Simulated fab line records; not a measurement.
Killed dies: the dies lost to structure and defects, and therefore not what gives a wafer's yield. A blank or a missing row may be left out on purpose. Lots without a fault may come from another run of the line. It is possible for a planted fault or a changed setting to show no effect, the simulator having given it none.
Which of the tools did it? / flow nand_harc / 36 wafers from 12 lots sampled at 5 of the route's 1302 steps

## WHAT THE GAUGES READ, wafer by wafer
NHARC_A_BONDPAD_CD_MEAS_09 targets a cd of 500 nm. Usual: cd_nm 500.2 nm, standard deviation 1.9.
lot=L813; measured=day 24 10:48; on=cd_sem-02; cd_nm (nm)=500.5 500.6 498.7; flag=
lot=L814; measured=day 25 03:08; on=cd_sem-03; cd_nm (nm)=503.1 502.4 501.8; flag=
lot=L816; measured=day 26 01:56; on=cd_sem-03; cd_nm (nm)=500.7 501.9 497.8; flag=
lot=L815; measured=day 26 08:13; on=cd_sem-03; cd_nm (nm)=498.6 500.8 499.8; flag=
lot=L818; measured=day 27 06:30; on=cd_sem-01; cd_nm (nm)=498.7 503.1 497.8; flag=
lot=L819; measured=day 28 01:17; on=cd_sem-01; cd_nm (nm)=498.3 498.2 502.5; flag=
lot=L821; measured=day 28 11:16; on=cd_sem-03; cd_nm (nm)=501.1 501.2 498.5; flag=
lot=L824; measured=day 29 03:58; on=cd_sem-01; cd_nm (nm)=497.4 498.2 500.0; flag=
lot=L825; measured=day 29 06:05; on=cd_sem-03; cd_nm (nm)=501.7 499.2 499.0; flag=
lot=L828; measured=day 30 18:57; on=cd_sem-02; cd_nm (nm)=496.7 499.0 498.9; flag=
lot=L830; measured=day 31 11:29; on=cd_sem-03; cd_nm (nm)=500.6 504.5 501.7; flag=
lot=L831; measured=day 32 05:22; on=cd_sem-01; cd_nm (nm)=497.2 501.1 500.6; flag=

NHARC_A_BONDPAD_OVL_MEAS_35. Usual: overlay_x_nm -1 nm, standard deviation 5.7; overlay_y_nm -2 nm, standard deviation 4.9.
lot=L813; measured=day 24 10:53; on=overlay-02; overlay_x_nm (nm)=-7 -7 -6; overlay_y_nm (nm)=-3 -2 -2; flag=
lot=L814; measured=day 25 03:13; on=overlay-02; overlay_x_nm (nm)=-2 -1 -1; overlay_y_nm (nm)=-5 -6 -5; flag=
lot=L816; measured=day 26 02:01; on=overlay-01; overlay_x_nm (nm)=-5 -5 -5; overlay_y_nm (nm)=-3 -3 -4; flag=
lot=L815; measured=day 26 08:18; on=overlay-01; overlay_x_nm (nm)=-1 -1 -1; overlay_y_nm (nm)=-2 -2 -2; flag=
lot=L818; measured=day 27 06:35; on=overlay-02; overlay_x_nm (nm)=-3 -4 -3; overlay_y_nm (nm)=8 8 8; flag=
lot=L819; measured=day 28 01:23; on=overlay-01; overlay_x_nm (nm)=5 5 5; overlay_y_nm (nm)=2 2 2; flag=
lot=L821; measured=day 28 11:20; on=overlay-02; overlay_x_nm (nm)=7 8 8; overlay_y_nm (nm)=4 4 3; flag=
lot=L824; measured=day 29 04:03; on=overlay-01; overlay_x_nm (nm)=-7 -6 -6; overlay_y_nm (nm)=-12 -12 -11; flag=
lot=L825; measured=day 29 06:10; on=overlay-02; overlay_x_nm (nm)=-10 -10 -9; overlay_y_nm (nm)=-1 -2 -2; flag=
lot=L828; measured=day 30 19:03; on=overlay-01; overlay_x_nm (nm)=-7 -7 -7; overlay_y_nm (nm)=-6 -5 -5; flag=
lot=L830; measured=day 31 11:34; on=overlay-02; overlay_x_nm (nm)=-5 -5 -5; overlay_y_nm (nm)=-3 -2 -2; flag=
lot=L831; measured=day 32 05:28; on=overlay-02; overlay_x_nm (nm)=-3 -3 -3; overlay_y_nm (nm)=0 0 0; flag=

NHARC_END_SORT_01. Usual: for defect_limited_yield, 91.1 % with a standard deviation of 2.9; for killed_at_array, 55 with a standard deviation of 20; for killed_at_other, 1.1 with a standard deviation of 1.2; for killed_at_periphery, 3.8 with a standard deviation of 2.8; for killed_dies, 60 with a standard deviation of 19; for killed_open, 3.4 with a standard deviation of 1.9; for killed_short, 2.2 with a standard deviation of 1.5.
lot=L813; measured=day 25 16:16; on=prober-01; defect_limited_yield (%)=90.4 89.2 90.8; killed_at_array=61 70 61; killed_at_other=0 0 0; killed_at_periphery=4 3 1; killed_dies=65 73 62; killed_open=3 3 3; killed_short=3 3 1; flag=
lot=L814; measured=day 26 09:45; on=prober-02; defect_limited_yield (%)=84.9 87.6 87.3; killed_at_array=100 83 84; killed_at_other=1 1 1; killed_at_periphery=1 0 1; killed_dies=102 84 86; killed_open=0 1 2; killed_short=0 2 6; flag=
lot=L816; measured=day 27 10:55; on=prober-02; defect_limited_yield (%)=96.2 95.0 95.1; killed_at_array=20 29 30; killed_at_other=6 3 1; killed_at_periphery=0 2 2; killed_dies=26 34 33; killed_open=5 3 7; killed_short=2 3 2; flag=
lot=L815; measured=day 27 17:07; on=prober-01; defect_limited_yield (%)=91.7 89.5 90.5; killed_at_array=51 65 60; killed_at_other=1 1 1; killed_at_periphery=4 5 3; killed_dies=56 71 64; killed_open=4 7 4; killed_short=1 1 1; flag=
lot=L818; measured=day 28 15:43; on=prober-01; defect_limited_yield (%)=89.7 88.6 87.9; killed_at_array=65 74 81; killed_at_other=1 0 0; killed_at_periphery=4 3 1; killed_dies=70 77 82; killed_open=3 3 1; killed_short=3 0 2; flag=
lot=L819; measured=day 29 11:46; on=prober-02; defect_limited_yield (%)=93.8 94.8 91.9; killed_at_array=37 31 49; killed_at_other=0 1 1; killed_at_periphery=5 3 5; killed_dies=42 35 55; killed_open=4 5 6; killed_short=2 0 4; flag=
lot=L821; measured=day 29 21:49; on=prober-01; defect_limited_yield (%)=95.9 96.6 96.3; killed_at_array=26 21 20; killed_at_other=1 0 0; killed_at_periphery=1 2 5; killed_dies=28 23 25; killed_open=3 4 2; killed_short=3 3 1; flag=
lot=L824; measured=day 30 09:19; on=prober-02; defect_limited_yield (%)=87.7 88.0 88.0; killed_at_array=79 75 81; killed_at_other=0 0 0; killed_at_periphery=4 6 0; killed_dies=83 81 81; killed_open=4 3 1; killed_short=2 0 2; flag=
lot=L825; measured=day 30 09:15; on=prober-01; defect_limited_yield (%)=90.1 92.0 89.5; killed_at_array=63 50 65; killed_at_other=1 0 1; killed_at_periphery=3 4 5; killed_dies=67 54 71; killed_open=7 3 6; killed_short=6 2 5; flag=
lot=L828; measured=day 32 01:16; on=prober-02; defect_limited_yield (%)=90.1 90.0 92.6; killed_at_array=61 62 46; killed_at_other=0 0 1; killed_at_periphery=6 6 3; killed_dies=67 68 50; killed_open=6 6 2; killed_short=2 1 2; flag=
lot=L830; measured=day 32 23:50; on=prober-02; defect_limited_yield (%)=93.5 93.8 92.5; killed_at_array=36 40 46; killed_at_other=0 0 0; killed_at_periphery=8 2 5; killed_dies=44 42 51; killed_open=2 6 5; killed_short=0 2 3; flag=
lot=L831; measured=day 33 13:15; on=prober-02; defect_limited_yield (%)=94.8 96.5 97.0; killed_at_array=29 20 17; killed_at_other=1 0 1; killed_at_periphery=5 4 2; killed_dies=35 24 20; killed_open=7 3 5; killed_short=3 4 2; flag=

## WHAT TOOL EACH LOT RAN ON (gives the tool, then ch and the chambers of the sampled wafers, and finally the start)
lot=L813; NHARC_A_BONDPAD_STRIP_15=rie_diel-05 ch 0,1,2, day 24 11:25; NHARC_A_BONDPAD_ETCH_24=rie_diel-05 ch 0,3, day 24 11:34
lot=L814; NHARC_A_BONDPAD_STRIP_15=rie_diel-03 ch 0,2,3, day 25 03:46; NHARC_A_BONDPAD_ETCH_24=rie_diel-03 ch 0,1,2, day 25 03:55
lot=L816; NHARC_A_BONDPAD_STRIP_15=rie_diel-03 ch 0,1, day 26 02:37; NHARC_A_BONDPAD_ETCH_24=rie_diel-03 ch 0,1,3, day 26 02:46
lot=L815; NHARC_A_BONDPAD_STRIP_15=rie_diel-03 ch 0,1,3, day 26 08:50; NHARC_A_BONDPAD_ETCH_24=rie_diel-03 ch 0,1, day 26 08:58
lot=L818; NHARC_A_BONDPAD_STRIP_15=rie_diel-03 ch 0,2, day 27 07:07; NHARC_A_BONDPAD_ETCH_24=rie_diel-03 ch 1,2, day 27 07:16
lot=L819; NHARC_A_BONDPAD_STRIP_15=rie_diel-03 ch 0,1,2, day 28 01:54; NHARC_A_BONDPAD_ETCH_24=rie_diel-03 ch 0,2,3, day 28 02:02
lot=L821; NHARC_A_BONDPAD_STRIP_15=rie_diel-03 ch 1,2,3, day 28 11:55; NHARC_A_BONDPAD_ETCH_24=rie_diel-03 ch 1,2, day 28 12:01
lot=L824; NHARC_A_BONDPAD_STRIP_15=rie_diel-05 ch 1,3, day 29 04:35; NHARC_A_BONDPAD_ETCH_24=rie_diel-05 ch 0,3, day 29 04:43
lot=L825; NHARC_A_BONDPAD_STRIP_15=rie_diel-03 ch 1,2,3, day 29 06:43; NHARC_A_BONDPAD_ETCH_24=rie_diel-03 ch 1,3, day 29 06:50
lot=L828; NHARC_A_BONDPAD_STRIP_15=rie_diel-06 ch 0,1,3, day 30 19:34; NHARC_A_BONDPAD_ETCH_24=rie_diel-06 ch 0,1,2, day 30 19:43
lot=L830; NHARC_A_BONDPAD_STRIP_15=rie_diel-03 ch 0,2,3, day 31 12:06; NHARC_A_BONDPAD_ETCH_24=rie_diel-03 ch 1,2, day 31 12:14
lot=L831; NHARC_A_BONDPAD_STRIP_15=rie_diel-03 ch 0,1,2, day 32 06:00; NHARC_A_BONDPAD_ETCH_24=rie_diel-03 ch 0,1, day 32 06:08
- NHARC_A_BONDPAD_STRIP_15: strips in O2.
- NHARC_A_BONDPAD_ETCH_24: etches the open film in CF4/N2, target depth 30 nm, time 72.99 s.

## AS READ BY THE TOOLS THEMSELVES (means over the sampled wafers that have a number; for cases with no such wafer, the mark the record gives instead)
NHARC_A_BONDPAD_STRIP_15. Usual: drypump_motor_current_A 5.6 A, standard deviation 0.44; oes_product_au 1.002 a.u., standard deviation 0.009; rf_vpp_V 57.5 V, standard deviation 0.9; showerhead_plenum_p_Torr 3.45 Torr, standard deviation 0.16; throttle_valve_pct 17.037 %, standard deviation 0.0086.
lot=L813; tool=rie_diel-05; drypump_motor_current_A (A)=6.0; oes_product_au (a.u.)=0.995; rf_vpp_V (V)=58.1; showerhead_plenum_p_Torr (Torr)=3.74; throttle_valve_pct (%)=17.036; flag=
lot=L814; tool=rie_diel-03; drypump_motor_current_A (A)=5.7; oes_product_au (a.u.)=1.000; rf_vpp_V (V)=58.1; showerhead_plenum_p_Torr (Torr)=3.37; throttle_valve_pct (%)=17.039; flag=
lot=L816; tool=rie_diel-03; drypump_motor_current_A (A)=5.9; oes_product_au (a.u.)=0.990; rf_vpp_V (V)=56.9; showerhead_plenum_p_Torr (Torr)=3.37; throttle_valve_pct (%)=17.046; flag=
lot=L815; tool=rie_diel-03; drypump_motor_current_A (A)=5.7; oes_product_au (a.u.)=1.003; rf_vpp_V (V)=57.9; showerhead_plenum_p_Torr (Torr)=3.37; throttle_valve_pct (%)=17.035; flag=
lot=L818; tool=rie_diel-03; drypump_motor_current_A (A)=5.8; oes_product_au (a.u.)=0.994; rf_vpp_V (V)=57.1; showerhead_plenum_p_Torr (Torr)=3.37; throttle_valve_pct (%)=17.036; flag=
lot=L819; tool=rie_diel-03; drypump_motor_current_A (A)=5.5; oes_product_au (a.u.)=0.996; rf_vpp_V (V)=57.6; showerhead_plenum_p_Torr (Torr)=3.34; throttle_valve_pct (%)=17.039; flag=
lot=L821; tool=rie_diel-03; drypump_motor_current_A (A)=5.3; oes_product_au (a.u.)=1.005; rf_vpp_V (V)=57.3; showerhead_plenum_p_Torr (Torr)=3.34; throttle_valve_pct (%)=17.037; flag=
lot=L824; tool=rie_diel-05; drypump_motor_current_A (A)=6.1; oes_product_au (a.u.)=1.002; rf_vpp_V (V)=57.7; showerhead_plenum_p_Torr (Torr)=3.61; throttle_valve_pct (%)=17.035; flag=
lot=L825; tool=rie_diel-03; drypump_motor_current_A (A)=5.3; oes_product_au (a.u.)=0.996; rf_vpp_V (V)=57.9; showerhead_plenum_p_Torr (Torr)=3.34; throttle_valve_pct (%)=17.027; flag=
lot=L828; tool=rie_diel-06; drypump_motor_current_A (A)=5.7; oes_product_au (a.u.)=1.003; rf_vpp_V (V)=57.1; showerhead_plenum_p_Torr (Torr)=3.39; throttle_valve_pct (%)=17.045; flag=
lot=L830; tool=rie_diel-03; drypump_motor_current_A (A)=5.6; oes_product_au (a.u.)=1.004; rf_vpp_V (V)=56.6; showerhead_plenum_p_Torr (Torr)=3.37; throttle_valve_pct (%)=17.042; flag=
lot=L831; tool=rie_diel-03; drypump_motor_current_A (A)=5.5; oes_product_au (a.u.)=0.996; rf_vpp_V (V)=57.1; showerhead_plenum_p_Torr (Torr)=3.34; throttle_valve_pct (%)=17.041; flag=

NHARC_A_BONDPAD_ETCH_24. Usual: drypump_motor_current_A 5.6 A, standard deviation 0.44; oes_product_au 1.001 a.u., standard deviation 0.0091; rf_vpp_V 313.0 V, standard deviation 2.2; showerhead_plenum_p_Torr 2.57 Torr, standard deviation 0.12; throttle_valve_pct 19.794 %, standard deviation 0.009.
lot=L813; tool=rie_diel-05; drypump_motor_current_A (A)=5.8; oes_product_au (a.u.)=0.998; rf_vpp_V (V)=315.4; showerhead_plenum_p_Torr (Torr)=2.70; throttle_valve_pct (%)=19.785; flag=
lot=L814; tool=rie_diel-03; drypump_motor_current_A (A)=5.5; oes_product_au (a.u.)=0.994; rf_vpp_V (V)=311.0; showerhead_plenum_p_Torr (Torr)=2.48; throttle_valve_pct (%)=19.795; flag=
lot=L816; tool=rie_diel-03; drypump_motor_current_A (A)=5.7; oes_product_au (a.u.)=1.000; rf_vpp_V (V)=312.5; showerhead_plenum_p_Torr (Torr)=2.50; throttle_valve_pct (%)=19.788; flag=
lot=L815; tool=rie_diel-03; drypump_motor_current_A (A)=5.9; oes_product_au (a.u.)=0.997; rf_vpp_V (V)=311.2; showerhead_plenum_p_Torr (Torr)=2.50; throttle_valve_pct (%)=19.804; flag=
lot=L818; tool=rie_diel-03; drypump_motor_current_A (A)=5.2; oes_product_au (a.u.)=0.997; rf_vpp_V (V)=311.5; showerhead_plenum_p_Torr (Torr)=2.46; throttle_valve_pct (%)=19.794; flag=
lot=L819; tool=rie_diel-03; drypump_motor_current_A (A)=5.7; oes_product_au (a.u.)=1.006; rf_vpp_V (V)=311.5; showerhead_plenum_p_Torr (Torr)=2.51; throttle_valve_pct (%)=19.797; flag=
lot=L821; tool=rie_diel-03; drypump_motor_current_A (A)=5.2; oes_product_au (a.u.)=0.950; rf_vpp_V (V)=310.9; showerhead_plenum_p_Torr (Torr)=2.46; throttle_valve_pct (%)=19.788; flag=OFF
lot=L824; tool=rie_diel-05; drypump_motor_current_A (A)=5.8; oes_product_au (a.u.)=0.998; rf_vpp_V (V)=315.3; showerhead_plenum_p_Torr (Torr)=2.70; throttle_valve_pct (%)=19.793; flag=
lot=L825; tool=rie_diel-03; drypump_motor_current_A (A)=5.4; oes_product_au (a.u.)=0.904; rf_vpp_V (V)=311.8; showerhead_plenum_p_Torr (Torr)=2.48; throttle_valve_pct (%)=19.797; flag=OFF
lot=L828; tool=rie_diel-06; drypump_motor_current_A (A)=5.4; oes_product_au (a.u.)=1.005; rf_vpp_V (V)=313.6; showerhead_plenum_p_Torr (Torr)=2.61; throttle_valve_pct (%)=19.800; flag=
lot=L830; tool=rie_diel-03; drypump_motor_current_A (A)=5.1; oes_product_au (a.u.)=0.999; rf_vpp_V (V)=311.8; showerhead_plenum_p_Torr (Torr)=2.46; throttle_valve_pct (%)=19.792; flag=
lot=L831; tool=rie_diel-03; drypump_motor_current_A (A)=5.9; oes_product_au (a.u.)=0.996; rf_vpp_V (V)=311.5; showerhead_plenum_p_Torr (Torr)=2.50; throttle_valve_pct (%)=19.789; flag=

## THE ANSWER, worked out from the rows above alone
Rule: a lot is off if the mean of its wafers that have a number lies more than 3 standard deviations from the usual mean. A lot without any number at a reading at which 4 lots or more have one is off too. Any other lot the step has rows for is counted as sound. After the gauges, taken in route order, come the tools' own readings; for these a lot's mean is taken, as printed above. At the first step where some lot is off, the reading lying furthest off is the one used; lots without a number count as furthest.
Off: L821, L825 (NHARC_A_BONDPAD_ETCH_24, oes_product_au).
A tool fits if, at that step or a process step before it, it ran every lot that is off, and no sound lot after the first of them. Of those tried, none fits.

## WHAT THE SIMULATOR HAD PUT IN
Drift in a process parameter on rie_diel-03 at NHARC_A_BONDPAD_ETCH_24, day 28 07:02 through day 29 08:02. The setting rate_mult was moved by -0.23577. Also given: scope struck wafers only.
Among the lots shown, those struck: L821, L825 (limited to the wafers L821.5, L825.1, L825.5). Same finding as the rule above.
